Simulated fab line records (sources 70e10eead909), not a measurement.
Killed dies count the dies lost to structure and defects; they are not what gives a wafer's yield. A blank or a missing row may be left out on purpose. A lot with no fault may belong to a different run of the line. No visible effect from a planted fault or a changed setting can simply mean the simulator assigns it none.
3 desks, one fault ; flow nandHarc ; every desk sees just its own numbers, and what lay behind them comes last

== AT THE METROLOGY DESK ==
What the gauges read, lot by lot, whatever tool the lot ran on: means of the sampled wafers that have a number. Any lot whose mean is over 4 standard deviations away from the usual mean is out of limits and marked OUT; that distance is given in the brackets.
Columns: A = cdNm at NHARC_THIN_TSV_CD_MEAS_33, usual 4999.2 nm
lot;first seen here;A
L159;day 25 02:30;5001.1
L161;day 25 12:25;4998.4
L163;day 26 13:17;4997.7
L165;day 27 15:32;5001.5
L166;day 27 17:08;5001.1
L168;day 28 11:08;4999.2
L173;day 30 15:35;5001.9
L172;day 30 16:46;4997.6
L175;day 31 12:17;4998.7
L180;day 33 16:56;5000.8
L177;day 33 17:59;5000.3
L179;day 34 05:01;4999.3
Finding of this desk: none of the 12 lots has anything out of limits.

== THE DEFECT DESK ==
For each lot, the counts of the inspections along the route, averaged over the sampled wafers that have a number. Any lot whose mean is over 4 standard deviations away from the usual mean is out of limits and marked OUT; that distance is given in the brackets.
Columns: A = rawDefectCount at NHARC_THIN_TSV_INSPECT_40, usual 582
lot;first seen here;A
L159;day 25 06:10;629
L161;day 25 18:20;664
L163;day 26 19:13;603
L165;day 27 20:02;496
L166;day 27 23:31;574
L168;day 28 18:41;512
L172;day 30 21:42;630
L173;day 30 21:42;557
L175;day 31 18:19;807
L177;day 34 10:59;489
L179;day 34 10:59;599
L180;day 34 10:59;509
Finding of this desk: none of the 12 lots has anything out of limits.

== FOR THE TOOL OWNER'S DESK: rieMetal-02 ==
The tool's own readings at NHARC_THIN_TSV_ETCH_36 (etches the open film in Cl2/BCl3, target depth 65 nm, time 18.571 s): means of the sampled wafers that have a number, for each lot that ran on this tool. Any lot whose mean is over 4 standard deviations away from the usual mean is out of limits and marked OUT; that distance is given in the brackets.
Columns: A = drypumpMotorCurrentA at NHARC_THIN_TSV_ETCH_36, usual 5.6 A; B = oesProductAu at NHARC_THIN_TSV_ETCH_36, usual 0.997 a.u.; C = runLengthS at NHARC_THIN_TSV_ETCH_36, usual 39.63 s
lot;first seen here;A;B;C
L159;day 25 03:02;6.3;1.001;39.55
L161;day 25 12:58;6.3;1.001;39.60
L163;day 26 13:50;6.1;0.995;40.06
L166;day 27 17:41;6.3;0.996;39.65
L173;day 30 16:10;6.1;0.999;36.71 (-11) OUT
L175;day 31 12:50;6.3;0.994;37.93 (-6.3) OUT
L179;day 34 05:34;6.0;0.994;39.59
This desk finds L173, L175 out of limits, L173 being first, at day 30 16:10 (runLengthS at NHARC_THIN_TSV_ETCH_36). L159, L161, L163, L166, L179: within limits.

== TAKEN TOGETHER ==
The tool owner's desk could have raised an alarm at day 30 16:10, on L173, L175.
Metrology desk: nothing out of limits seen.
Nothing out of limits was seen by the defect desk.
The metrology desk has L173, L175 on record, within its limits.
The defect desk has L173, L175 on record, within its limits.
On rieMetal-02, each named lot ran NHARC_THIN_TSV_ETCH_36.

== WHAT THE SIMULATOR PUT IN ==
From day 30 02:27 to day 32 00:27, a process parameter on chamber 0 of rieMetal-02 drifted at NHARC_THIN_TSV_ETCH_36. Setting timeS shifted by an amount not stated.
Struck lots among those shown: L173, L175.
How many hours passed from the start of the fault until each desk's first out-of-limits reading: the tool owner's desk, 14.
